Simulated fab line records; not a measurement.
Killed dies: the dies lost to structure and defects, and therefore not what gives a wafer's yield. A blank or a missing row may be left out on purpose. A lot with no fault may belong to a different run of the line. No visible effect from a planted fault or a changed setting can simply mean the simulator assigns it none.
fab line records -- flow nandHarc
record lots=6, wafers=18, lastDay=31
route steps=1302 shown A_CONTACT@1053 END@1302
lots untouched by any fault: they come from a run of this same line in which no faults occurred
startH: hours from the record's opening day to when the first of the lot's shown wafers began -- waitH: time in hours since the lot's previous step -- " unchanged from the row above -- L1.1+2: a single row standing in for several wafers -- - either no value or no given start -- * or withheld: withheld -- < > ~ a bound
route shown NAME@n: a module of which the file shows steps, and the number in the route of the first -- usual: mean and standard deviation over wafers with no fault -- same: alike in all rows -- chamber/n: place in a boat -- sites: readings site by site -- _std_site: how widely they spread, as a standard deviation -- _edge_site: the outer-site mean with the inner-site mean subtracted -- radiusMm: for every site, how far away it sits from the centre of the wafer -- mask NAME#n: copy n -- behind: the most recent tool/chamber to have shaped the wafer -- hold: reason for holding the lot/hours on hold/outcome of the hold -- device: whichever transistor did not switch (one of n, p or np) -- end of line: tests of these same wafers at the route's end -- step lacking rows: just its recipe -- killed: dies lost to structure and defects at the first sort, not the wafer's yield -- map: per-die view of a wafer (x killed, . not killed, _ where there is no die)
set.NAME: the setting that was run; set.NAME@STEP: the one run at that earlier step -- model.NAME: the simulator's own value behind a step, which no gauge read
lots at selected steps of the route; one table per step, one row per wafer
services: a tool's chamber out of use, with start hour (startH, from the record's first day; less than 0 if before it), hours out, and reason
## steps
# step NHARC_A_CONTACT_ETCH_130
# recipe sourceW=withheld, pressureMtorr=20, biasV=3000, timeS=197, targetDepthA=19180, arFlowSccm=withheld, c4f8FlowSccm=withheld, o2FlowSccm=withheld, chemistry=C4F8/O2/Ar
# step NHARC_A_CONTACT_ETCH_131
# recipe sourceW=withheld, pressureMtorr=20, biasV=3000, timeS=197, targetDepthA=19180, arFlowSccm=withheld, c4f8FlowSccm=withheld, o2FlowSccm=withheld, chemistry=C4F8/O2/Ar
# step NHARC_A_CONTACT_ETCH_132
# recipe sourceW=withheld, pressureMtorr=20, biasV=3000, timeS=197, targetDepthA=19240, arFlowSccm=withheld, c4f8FlowSccm=withheld, o2FlowSccm=withheld, chemistry=C4F8/O2/Ar
# step NHARC_A_CONTACT_ETCH_133
# recipe sourceW=withheld, pressureMtorr=20, biasV=400, timeS=374, targetDepthA=16100, arFlowSccm=withheld, c4f8FlowSccm=11.5, o2FlowSccm=7.2, chemistry=C4F8/O2/Ar
# step NHARC_A_CONTACT_ETCH_91
# recipe targetDepthA=400, overEtchFrac=0.5, timeS=85.7, ionEnergyEv=120, ch3fFlowSccm=50, o2FlowSccm=30, arFlowSccm=200, rfW=500, biasW=100, chemistry=CH3F/O2
# usual ch3fFlowSccm=50.00/0.15, drypumpMotorCurrentA=5.8/0.47, oesProductAu=0.937/0.026, rfVppV=244.3/1.8, showerheadPlenumPTorr=2.46/0.11, throttleValvePct=20.663/0.0088
lot.wafer,tool,chamber,startH,waitH,ch3fFlowSccm,drypumpMotorCurrentA,oesProductAu,rfHoursCounterH,rfVppV,showerheadPlenumPTorr,throttleValvePct
L369.2,rieDiel-02,2,518.05,0.8,49.86,5.5,0.939,35,244.8,2.46,20.652
L369.6,rieDiel-02,0,518.05,0.8,49.95,6.7,0.920,-,245.6,2.52,20.655
L369.5,rieDiel-02,1,518.05,0.8,49.96,5.1,0.925,-,244.3,2.45,20.666
L372.2,rieDiel-08,3,536.41,0.7,50.22,5.8,0.913,27,242.6,2.31,20.661
L372.1,rieDiel-08,0,536.41,0.7,50.19,6.4,0.935,26,248.5,2.65,20.655
L372.5,rieDiel-08,2,536.41,0.7,50.04,5.3,0.930,-,244.0,2.45,20.669
L377.4,rieDiel-02,1,590.25,0.7,49.91,5.1,0.982,0,242.8,2.44,20.669
L377.5,rieDiel-02,3,590.25,0.7,50.02,5.6,0.992,-,245.1,2.51,20.675
L377.6,rieDiel-02,0,590.25,0.7,49.95,6.7,0.996,-,245.3,2.51,20.667
L384.4,rieDiel-02,2,675.13,0.7,49.68,5.5,0.915,34,243.4,2.44,20.650
L384.1,rieDiel-02,3,675.13,0.7,49.68,5.5,0.916,32,245.7,2.50,20.664
L384.5,rieDiel-02,0,675.13,0.7,50.01,6.7,0.920,-,245.5,2.50,20.665
L387.1,rieDiel-04,2,686.99,0.9,50.04,6.3,0.921,48,246.5,2.61,20.655
L387.5,rieDiel-04,3,686.99,0.9,50.03,6.1,0.914,-,246.1,2.57,20.661
L387.6,rieDiel-04,0,686.99,0.9,50.01,5.3,0.932,-,245.3,2.38,20.680
L388.1,rieDiel-08,0,695.52,0.7,49.83,6.4,0.995,15,246.4,2.64,20.670
L388.3,rieDiel-08,1,695.52,0.7,49.71,5.9,0.992,21,241.8,2.39,20.660
L388.2,rieDiel-08,2,695.52,0.7,50.19,5.3,0.915,26,245.2,2.44,20.660
# step NHARC_A_CONTACT_ETCH_97
# recipe targetDepthA=200, overEtchFrac=0.5, timeS=10, ionEnergyEv=250, c4f6FlowSccm=25, o2FlowSccm=20, arFlowSccm=500, rfW=600, biasW=500, chemistry=C4F6/O2
# step NHARC_A_CONTACT_CD_MEAS_80
# usual cdNm=289.5/0.75
lot.wafer,tool,chamber,startH,waitH,cdNm
L369.2,cdSem-03,-,518.25,-,290.1
L369.5,cdSem-03,-,518.25,-,290.3
L369.6,cdSem-03,-,518.25,-,290.4
L372.1,cdSem-01,-,536.60,-,290.3
L372.2,cdSem-01,-,536.60,-,289.3
L372.5,cdSem-01,-,536.60,-,289.8
L377.4,cdSem-01,-,590.45,-,289.6
L377.5,cdSem-01,-,590.45,-,289.4
L377.6,cdSem-01,-,590.45,-,289.4
L384.1,cdSem-02,-,675.32,-,290.3
L384.4,cdSem-02,-,675.32,-,290.3
L384.5,cdSem-02,-,675.32,-,290.4
L387.1,cdSem-02,-,687.17,-,290.6
L387.5,cdSem-02,-,687.17,-,290.9
L387.6,cdSem-02,-,687.17,-,290.7
L388.1,cdSem-03,-,695.74,-,290.5
L388.2,cdSem-03,-,695.74,-,289.9
L388.3,cdSem-03,-,695.74,-,290.2
# step NHARC_A_CONTACT_STRIP_103
# recipe n2FlowSccm=150, h2FlowSccm=150, arFlowSccm=0, biasW=0, chemistry=N2/H2
# step NHARC_A_CONTACT_STRIP_104
# recipe cf4FlowSccm=100, chf3FlowSccm=30, arFlowSccm=0, biasW=0, chemistry=CF4/CHF3
# step NHARC_A_CONTACT_STRIP_105
# recipe o2FlowSccm=400, cosFlowSccm=20, arFlowSccm=0, biasW=0, chemistry=O2/COS
# step NHARC_A_CONTACT_ETCH_106
# recipe targetDepthA=900, overetchA=90, timeS=49.5, ionEnergyEv=100, cf4FlowSccm=80, o2FlowSccm=20, arFlowSccm=0, rfW=300, biasW=100, chemistry=CF4/O2
# step NHARC_A_CONTACT_STRIP_82
# recipe o2FlowSccm=500, arFlowSccm=0, biasW=0, chemistry=O2
# step NHARC_A_CONTACT_STRIP_83
# recipe timeS=600, tempC=30, chemistry=postEtchResidueRemover
lot.wafer,tool,chamber,startH,waitH
L369.5+2+6,wetBench-04,"1,2,6",518.94,-
L372.1+2+5,wetBench-04,"4,5,6",537.29,-
L377.5+6+4,wetBench-04,"1,3,4",591.13,-
L384.5+4+1,wetBench-04,"6,7,1",676.60,0.2
L387.6+1+5,wetBench-04,"7,0,1",687.88,-
L388.2+1+3,wetBench-05,"7,1,2",696.48,-
# step NHARC_A_CONTACT_DEP_84
# recipe targetThkA=28000, tempC=400, material=aC
# step NHARC_A_CONTACT_DEP_85
# recipe targetThkA=600, targetThkNm=60, tempC=400, pressureTorr=3.5, flowSccm=200, rfW=350, material=SiON
# step NHARC_A_CONTACT_DEHYDRATE_00
# recipe tempC=150, timeS=120
# step NHARC_A_CONTACT_HMDS_01
# recipe timeS=30
# step NHARC_A_CONTACT_COAT_86
# recipe tempC=260, timeS=75
# step NHARC_A_CONTACT_COAT_87
# recipe tempC=225, timeS=65
# step NHARC_A_CONTACT_COAT_02
# recipe spinRpm=1500, resistThkNm=90
# step NHARC_A_CONTACT_SOFTBAKE_03
# recipe tempC=105, timeS=55
# step NHARC_A_CONTACT_EBR_04
# step NHARC_A_CONTACT_EXPOSE_05
# recipe na=1.35, sigmaOuter=0.8, doseMj=84.24, maskId=A_CC
# step NHARC_A_CONTACT_PEB_06
# recipe pebTempC=100, pebTimeS=65
# step NHARC_A_CONTACT_DEVELOP_07
# recipe developTimeS=35, devTempC=23
# step NHARC_A_CONTACT_CD_MEAS_08
# recipe targetCdNm=200, landingEnergyEv=500
# usual cdNm=200.4/0.48
lot.wafer,tool,chamber,startH,waitH,cdNm
L369.2,cdSem-01,0,523.86,-,201.0
L369.5,cdSem-01,0,523.86,-,199.2
L369.6,cdSem-01,0,523.86,-,200.3
L372.1,cdSem-01,0,541.61,-,201.1
L372.2,cdSem-01,0,541.61,-,200.0
L372.5,cdSem-01,0,541.61,-,200.8
L377.4,cdSem-01,0,597.41,-,200.2
L377.5,cdSem-01,0,597.41,-,200.6
L377.6,cdSem-01,0,597.41,-,200.8
L384.1,cdSem-01,0,683.41,-,200.7
L384.4,cdSem-01,0,683.41,-,200.0
L384.5,cdSem-01,0,683.41,-,199.5
L387.1,cdSem-02,0,692.45,-,201.1
L387.5,cdSem-02,0,692.45,-,201.0
L387.6,cdSem-02,0,692.45,-,201.2
L388.1,cdSem-03,0,699.07,-,199.9
L388.2,cdSem-03,0,699.07,-,200.3
L388.3,cdSem-03,0,699.07,-,200.1
# step NHARC_A_CONTACT_OVL_MEAS_09
# usual overlayXNm=-0.4/0.94, overlayYNm=-0.2/0.63
lot.wafer,tool,chamber,startH,waitH,overlayXNm,overlayYNm
L369.2,overlay-02,-,523.95,-,0.0,-0.3
L369.5,overlay-02,-,523.95,-,-0.4,0.1
L369.6,overlay-02,-,523.95,-,0.2,-0.3
L372.1,overlay-01,-,541.70,-,-1.2,-0.7
L372.2,overlay-01,-,541.70,-,-1.4,-0.3
L372.5,overlay-01,-,541.70,-,-1.5,0.3
L377.4,overlay-01,-,597.49,-,-0.2,-0.9
L377.5,overlay-01,-,597.49,-,-1.0,-1.6
L377.6,overlay-01,-,597.49,-,-0.9,-0.4
L384.1,overlay-01,-,683.50,-,-1.4,-1.8
L384.4,overlay-01,-,683.50,-,-1.0,-1.3
L384.5,overlay-01,-,683.50,-,-1.1,-1.0
L387.1,overlay-01,-,692.54,-,-0.7,-0.5
L387.5,overlay-01,-,692.54,-,-0.5,-0.5
L387.6,overlay-01,-,692.54,-,-0.5,-0.3
L388.1,overlay-02,-,699.16,-,0.1,0.4
L388.2,overlay-02,-,699.16,-,-0.4,0.1
L388.3,overlay-02,-,699.16,-,-0.4,0.6
# step NHARC_A_CONTACT_DESCUM_13
# recipe timeS=3, o2FlowSccm=200, arFlowSccm=0, biasPowerW=0, chemistry=O2
# step NHARC_A_CONTACT_ETCH_88
# recipe targetDepthA=390, overEtchFrac=0.3, timeS=65, ionEnergyEv=80, cf4FlowSccm=150, arFlowSccm=0, rfW=300, biasW=100, chemistry=CF4
# usual drypumpMotorCurrentA=5.8/0.47, oesProductAu=0.998/0.0092, rfVppV=151.6/1.2, showerheadPlenumPTorr=1.79/0.071, throttleValvePct=13.284/0.0083
lot.wafer,tool,chamber,startH,waitH,drypumpMotorCurrentA,oesProductAu,rfHoursCounterH,rfVppV,showerheadPlenumPTorr,throttleValvePct
L369.2,rieDiel-02,3,524.28,0.2,5.6,1.010,39,152.0,1.81,13.286
L369.5,rieDiel-02,0,524.28,0.2,6.6,0.985,-,152.7,1.81,13.293
L369.6,rieDiel-02,1,524.28,0.2,5.0,1.001,-,151.9,1.76,13.278
L372.1,rieDiel-08,1,541.90,0.1,5.9,1.005,34,149.4,1.73,13.285
L372.2,rieDiel-08,0,541.90,0.1,6.4,1.014,27,151.7,1.90,13.270
L372.5,rieDiel-08,2,541.90,0.1,5.3,1.009,-,151.7,1.76,13.285
L377.4,rieDiel-08,0,597.67,0.1,6.4,0.998,6,152.9,1.90,13.288
L377.6,rieDiel-08,0,597.67,0.1,6.4,1.007,-,152.2,1.90,13.275
L377.5,rieDiel-08,1,597.67,0.1,5.9,0.990,-,150.4,1.73,13.291
L384.1,rieDiel-02,1,683.68,0.1,5.0,0.996,36,151.4,1.74,13.292
L384.4,rieDiel-02,0,683.68,0.1,6.7,1.003,34,151.3,1.80,13.277
L384.5,rieDiel-02,1,683.68,0.1,5.1,0.998,-,150.8,1.74,13.277
L387.1,rieDiel-08,3,692.74,0.1,5.8,1.005,25,149.5,1.66,13.286
L387.5,rieDiel-08,0,692.74,0.1,6.4,1.012,-,154.1,1.90,13.279
L387.6,rieDiel-08,1,692.74,0.1,5.9,1.003,-,150.2,1.72,13.282
L388.2,rieDiel-08,1,699.34,0.1,5.9,1.001,21,151.2,1.72,13.289
L388.3,rieDiel-08,2,699.34,0.1,5.3,0.991,26,150.3,1.75,13.275
L388.1,rieDiel-08,0,699.34,0.1,6.4,1.015,16,154.7,1.90,13.274
# step NHARC_A_CONTACT_ETCH_89
# recipe targetDepthA=2600, overEtchFrac=0.3, timeS=475.3, ionEnergyEv=200, n2FlowSccm=150, h2FlowSccm=150, arFlowSccm=0, rfW=400, biasW=150, chemistry=N2/H2
# usual drypumpMotorCurrentA=5.8/0.44, oesProductAu=0.999/0.0091, rfVppV=431.2/2.6, showerheadPlenumPTorr=2.06/0.095, throttleValvePct=14.172/0.0082
lot.wafer,tool,chamber,startH,waitH,drypumpMotorCurrentA,oesProductAu,rfHoursCounterH,rfVppV,showerheadPlenumPTorr,throttleValvePct
L369.2,rieDiel-02,3,-,-,5.6,1.012,39,433.2,2.09,14.176
L369.5,rieDiel-02,3,-,-,5.6,1.011,-,430.8,2.09,14.174
L369.6,rieDiel-02,0,-,-,6.7,0.990,-,432.5,2.09,14.188
L372.2,rieDiel-08,0,-,-,6.4,1.014,27,434.9,2.21,14.163
L372.1,rieDiel-08,1,-,-,6.0,0.998,34,428.9,1.99,14.175
L372.5,rieDiel-08,2,-,-,5.3,1.005,-,430.5,2.03,14.172
L377.4,rieDiel-08,0,-,-,6.4,1.011,6,434.1,2.21,14.166
L377.5,rieDiel-08,0,-,-,6.4,1.010,-,434.4,2.21,14.165
L377.6,rieDiel-08,1,-,-,5.9,0.996,-,430.8,1.99,14.166
L384.1,rieDiel-02,2,-,-,5.6,1.010,36,429.2,2.02,14.184
L384.4,rieDiel-02,0,-,-,6.7,1.005,34,430.7,2.08,14.173
L384.5,rieDiel-02,1,-,-,5.1,0.998,-,430.2,2.01,14.187
L387.1,rieDiel-08,2,-,-,5.3,0.996,25,430.7,2.02,14.191
L387.6,rieDiel-08,3,-,-,5.8,0.999,-,425.9,1.90,14.162
L387.5,rieDiel-08,0,-,-,6.4,1.009,-,435.0,2.20,14.169
L388.1,rieDiel-08,3,-,-,5.8,1.009,25,427.2,1.90,14.167
L388.3,rieDiel-08,0,-,-,6.4,1.005,16,434.8,2.20,14.171
L388.2,rieDiel-08,2,-,-,5.3,0.983,26,429.9,2.02,14.180
# step NHARC_A_CONTACT_ETCH_30
# recipe targetDepthA=726, timeS=36.3, cf4FlowSccm=100, chf3FlowSccm=30, arFlowSccm=0, rfW=500, biasW=200, chemistry=CF4/CHF3
# step NHARC_A_CONTACT_ETCH_31
# recipe targetDepthA=28000, overEtchFrac=0.3, timeS=728, ionEnergyEv=150, o2FlowSccm=400, cosFlowSccm=20, arFlowSccm=0, rfW=500, biasW=300, chemistry=O2/COS
# step NHARC_A_CONTACT_ETCH_134
# recipe sourceW=withheld, pressureMtorr=20, biasV=withheld, timeS=140, targetDepthA=7000, arFlowSccm=withheld, c4f8FlowSccm=withheld, o2FlowSccm=withheld, chemistry=C4F8/O2/Ar
# step NHARC_A_CONTACT_ETCH_135
# recipe sourceW=withheld, pressureMtorr=20, biasV=1200, timeS=311, targetDepthA=19120, arFlowSccm=withheld, c4f8FlowSccm=withheld, o2FlowSccm=withheld, chemistry=C4F8/O2/Ar
# step NHARC_A_CONTACT_ETCH_136
# recipe sourceW=withheld, pressureMtorr=20, biasV=1200, timeS=311, targetDepthA=19120, arFlowSccm=withheld, c4f8FlowSccm=withheld, o2FlowSccm=withheld, chemistry=C4F8/O2/Ar
# step NHARC_A_CONTACT_ETCH_137
# recipe sourceW=withheld, pressureMtorr=20, biasV=1200, timeS=311, targetDepthA=19120, arFlowSccm=withheld, c4f8FlowSccm=withheld, o2FlowSccm=withheld, chemistry=C4F8/O2/Ar
lot.wafer,tool,chamber,startH,waitH,rfHoursCounterH
L369.2,harCapEtch-03,0,526.29,0.3,53
L369.5,harCapEtch-03,0,526.29,0.3,-
L369.6,harCapEtch-03,1,526.29,0.3,-
L372.1,harCapEtch-01,1,543.68,0.2,8
L372.2,harCapEtch-01,0,543.68,0.2,8
L372.5,harCapEtch-01,0,543.68,0.2,-
L377.4,harCapEtch-02,0,599.59,0.2,-
L377.5,harCapEtch-02,1,599.59,0.2,-
L377.6,harCapEtch-02,0,599.59,0.2,-
L384.1,harCapEtch-01,0,685.46,0.2,33
L384.4,harCapEtch-01,0,685.46,0.2,-
L384.5,harCapEtch-01,0,685.46,0.2,-
L387.1,harCapEtch-02,0,694.55,0.2,118
L387.5,harCapEtch-02,1,694.55,0.2,-
L387.6,harCapEtch-02,0,694.55,0.2,-
L388.1,harCapEtch-01,1,701.12,0.2,36
L388.2,harCapEtch-01,0,701.12,0.2,36
L388.3,harCapEtch-01,1,701.12,0.2,-
# step NHARC_A_CONTACT_ETCH_138
# recipe sourceW=withheld, pressureMtorr=20, biasV=1200, timeS=311, targetDepthA=19140, arFlowSccm=withheld, c4f8FlowSccm=withheld, o2FlowSccm=withheld, chemistry=C4F8/O2/Ar
lot.wafer,tool,chamber,startH,waitH,rfHoursCounterH
L369.2,harCapEtch-03,0,526.65,0.3,54
L369.5,harCapEtch-03,0,526.65,0.3,-
L369.6,harCapEtch-03,1,526.65,0.3,-
L372.1,harCapEtch-01,1,543.96,0.2,8
L372.2,harCapEtch-01,0,543.96,0.2,8
L372.5,harCapEtch-01,0,543.96,0.2,-
L377.4,harCapEtch-02,0,599.86,0.2,-
L377.5,harCapEtch-02,1,599.86,0.2,-
L377.6,harCapEtch-02,0,599.86,0.2,-
L384.1,harCapEtch-01,0,685.73,0.2,33
L384.4,harCapEtch-01,0,685.73,0.2,-
L384.5,harCapEtch-01,0,685.73,0.2,-
L387.1,harCapEtch-02,0,694.83,0.2,118
L387.5,harCapEtch-02,1,694.83,0.2,-
L387.6,harCapEtch-02,0,694.83,0.2,-
L388.1,harCapEtch-01,1,701.39,0.2,36
L388.2,harCapEtch-01,0,701.39,0.2,36
L388.3,harCapEtch-01,1,701.39,0.2,-
# step NHARC_A_CONTACT_ETCH_139
# recipe sourceW=withheld, pressureMtorr=20, biasV=400, timeS=195, targetDepthA=8400, arFlowSccm=withheld, c4f8FlowSccm=11.5, o2FlowSccm=7.2, chemistry=C4F8/O2/Ar
# step NHARC_A_CONTACT_ETCH_92
# recipe targetDepthA=400, overEtchFrac=0.5, timeS=85.7, ionEnergyEv=120, ch3fFlowSccm=50, o2FlowSccm=30, arFlowSccm=200, rfW=500, biasW=100, chemistry=CH3F/O2
# step NHARC_A_CONTACT_ETCH_98
# recipe targetDepthA=200, overEtchFrac=0.5, timeS=10, ionEnergyEv=250, c4f6FlowSccm=25, o2FlowSccm=20, arFlowSccm=500, rfW=600, biasW=500, chemistry=C4F6/O2
# step NHARC_A_CONTACT_CD_MEAS_15
# usual cdNm=190.2/0.57
lot.wafer,tool,chamber,startH,waitH,cdNm
L369.2,cdSem-03,-,527.90,-,189.3
L369.5,cdSem-03,-,527.90,-,189.5
L369.6,cdSem-03,-,527.90,-,189.3
L372.1,cdSem-02,-,545.02,-,190.2
L372.2,cdSem-02,-,545.02,-,190.5
L372.5,cdSem-02,-,545.02,-,189.9
L377.4,cdSem-03,-,600.78,-,190.9
L377.5,cdSem-03,-,600.78,-,190.8
L377.6,cdSem-03,-,600.78,-,191.1
L384.1,cdSem-03,-,686.78,-,189.9
L384.4,cdSem-03,-,686.78,-,190.0
L384.5,cdSem-03,-,686.78,-,190.0
L387.1,cdSem-02,-,695.83,-,190.0
L387.5,cdSem-02,-,695.83,-,189.3
L387.6,cdSem-02,-,695.83,-,188.8
L388.1,cdSem-01,-,702.44,-,190.2
L388.2,cdSem-01,-,702.44,-,190.8
L388.3,cdSem-01,-,702.44,-,190.9
# step NHARC_END_SORT_01
# recipe tempC=25
# usual killedAtArray=56/19, killedAtOther=1.0/1.3, killedAtPeriphery=3.8/2.2, killedDies=61/19, killedOpen=3.1/1.9, killedShort=2.3/1.5
# same grossDies=677
lot.wafer,tool,chamber,startH,waitH,killedAtArray,killedAtOther,killedAtPeriphery,killedDies,killedOpen,killedShort
L384.1,prober-02,0,735.01,2.5,147,2,6,155,3,3
L384.4,prober-02,0,737.42,3.4,125,0,5,130,4,4
L384.5,prober-02,0,738.22,3.7,142,0,4,146,0,3
L387.1,prober-01,0,748.22,2.5,155,0,1,156,5,2
L387.5,prober-01,0,751.46,3.7,162,0,2,164,1,1
L387.6,prober-01,0,752.27,4.0,135,1,5,141,3,0
# killed by level:class
L384.1 A_CONTACT:unspecified=60 A_SLIT:chamberFilmFlake=34 A_CHANNEL_HOLE_D1:chamberFilmFlake=32 A_CONTACT:chamberFilmFlake=7 P_BONDPAD:chamberFilmFlake=4 A_STAIRCASE:chamberFilmFlake=4 A_CHANNEL_FILL_D2:chamberFilmFlake=3 A_ONON_D2:geometricParticle:open=2
L384.4 A_CONTACT:unspecified=48 A_CHANNEL_HOLE_D1:chamberFilmFlake=31 A_SLIT:chamberFilmFlake=30 A_STAIRCASE:chamberFilmFlake=4 P_BONDPAD:chamberFilmFlake=3 A_CONTACT:chamberFilmFlake=3 A_CHANNEL_FILL_D2:geometricParticle:short=2 A_WL_FILL:geometricParticle:short=2
L384.5 A_CONTACT:unspecified=74 A_SLIT:chamberFilmFlake=27 A_CHANNEL_HOLE_D1:chamberFilmFlake=26 A_STAIRCASE:chamberFilmFlake=7 A_CONTACT:chamberFilmFlake=4 P_GATE:chamberFilmFlake=2 P_CONTACT:geometricParticle:short=1 A_ONON_D2:geometricParticle:short=1
L387.1 A_CONTACT:unspecified=67 A_CHANNEL_HOLE_D1:chamberFilmFlake=30 A_SLIT:chamberFilmFlake=23 A_CHANNEL_HOLE_D2:chamberFilmFlake=16 A_CONTACT:chamberFilmFlake=7 A_SGD_CUT:chamberFilmFlake=3 A_STAIRCASE:chamberFilmFlake=2 P_CONTACT:geometricParticle:open=1
L387.5 A_CONTACT:unspecified=59 A_SLIT:chamberFilmFlake=32 A_CHANNEL_HOLE_D1:chamberFilmFlake=30 A_CHANNEL_HOLE_D2:chamberFilmFlake=28 A_CONTACT:chamberFilmFlake=4 A_STAIRCASE:chamberFilmFlake=2 A_SGD_CUT:chamberFilmFlake=2 A_BLC:chamberFilmFlake=2
L387.6 A_CONTACT:unspecified=49 A_CHANNEL_HOLE_D1:chamberFilmFlake=30 A_SLIT:chamberFilmFlake=29 A_CHANNEL_HOLE_D2:chamberFilmFlake=19 P_ZERO_WELL:chamberFilmFlake=3 A_CONTACT:chamberFilmFlake=3 A_STAIRCASE:chamberFilmFlake=2 P_M0:geometricParticle:open=1
# map L384.1 (x killed, . not)
____________.____________
_________......._________
_______.x........._______
______.............______
_____..............._____
____.................____
____.................____
___....x..............___
___......x............___
__.....................__
__x.x..................__
_......................._
_.............x..x.xxx.._
_..............x.xx..xxx_
_............x......xxxx_
_.......x...x.xxxx...xxx_
.........x..xxxxx..xxx.xx
..........xx.xxxxx.xxxxxx
.............xx..xx.xxx.x
............xxxx....xxx..
...x..........x.xx.x..x..
_...x..........x..x...x._
_............x.......x.._
_.xx.................x.._
_.xx...x............x..._
_.....x...............x._
__...................x.__
__.x.........x.x.......__
___.x......xxxxxx.....___
___........xxxxx...xx.___
____......xxxxxxx....____
____.....xxxxxxxxx...____
_____....xxxxxxxx..._____
______....xxxxxxx..______
_______..xxxxxxxxx_______
_________.xxxxxx_________
____________x____________
# map L387.5 (x killed, . not)
____________.____________
_________xxx.x.x_________
_______...xx......_______
______...xxxxxx....______
_____...xxxx........_____
____....x.xx.xx......____
____.....x.xx........____
___......xxxxx........___
___..x....x.x.........___
__.....................__
__.....................__
_..............xx......._
_.x...........x.......xx_
_...x..x..x...xxx....xx._
_..........xx...x...xxxx_
_.............xxxxxxxxxx_
.............xxxx...x.xxx
.............x.xxx..xxxxx
...........x.xxx.....xxx.
...............x..xx.xxx.
..............x.....x....
_.............x.....x..._
_...........x.......x.x._
_......................._
_......................._
_....................x.._
__..........x..........__
__........x...x........__
___.....x.x.xxx.x.....___
___......xx.xxx..xx...___
____......xxxxxxx....____
____.....xxxxxxxxx...____
_____.x.x.xxxxxxx..._____
______...xxxxxxxx..______
_______...xxxxxxx._______
_________..xxxxx_________
____________x____________
## services
tool,chamber,startH,hours,kind
rieDiel-08,-,498.20,0.6,repair
harCapEtch-01,-,498.26,17.0,pm
rieDiel-08,0,500.11,-,clean
rieDiel-08,1,500.11,-,clean
rieDiel-08,2,500.11,-,clean
rieDiel-08,3,500.11,-,clean
rieDiel-08,0,524.61,-,clean
rieDiel-08,1,524.61,-,clean
rieDiel-08,2,524.61,-,clean
rieDiel-08,3,524.61,-,clean
harCapEtch-02,-,535.22,0.4,repair
rieDiel-04,-,536.33,9.0,pm
rieDiel-08,-,545.53,9.0,pm
rieDiel-08,0,545.53,9.0,ventCycle
rieDiel-08,1,545.53,9.0,ventCycle
rieDiel-08,2,545.53,9.0,ventCycle
rieDiel-08,3,545.53,9.0,ventCycle
rieDiel-08,0,554.53,-,clean
rieDiel-02,-,574.52,9.0,pm
wetBench-04,-,579.20,8.0,pm
wetBench-05,-,612.80,8.0,pm
rieDiel-08,0,646.93,37.9,repair
rieDiel-08,1,666.00,16.1,repair
rieDiel-04,3,673.68,6.7,repair
## key
firstSign step=NHARC_END_SORT_01, reading=killedAtArray, direction=up, sigmas=4.7, usual=56, struck=144
effect step=NHARC_END_SORT_01, reading=killedDies, direction=up, sigmas=4.6, usual=61, struck=149
moreKillsBornAt NHARC_A_CONTACT_STRIP_83@wetBench-04=357
metAt NHARC_A_CONTACT_STRIP_83
struckWafers L384.1,L384.4,L384.5,L387.1,L387.5,L387.6
testerLeftOut L384,L387
onsetBetween 591.13 676.60
fault kind=chamberParticleSource, tool=wetBench-04, chamber=-, onsetH=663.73, steps=NHARC_A_CONTACT_STRIP_83, ratePerVisitCm2=0.4527, endH=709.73
# testerLeftOut: of these lots the tester's yield and bins aren't shown, on N5 and GAA mostly nor the transistor test; their killed dies are dies lost to structure and defects alone, not to doping, threshold or leakage, so they don't give the yield
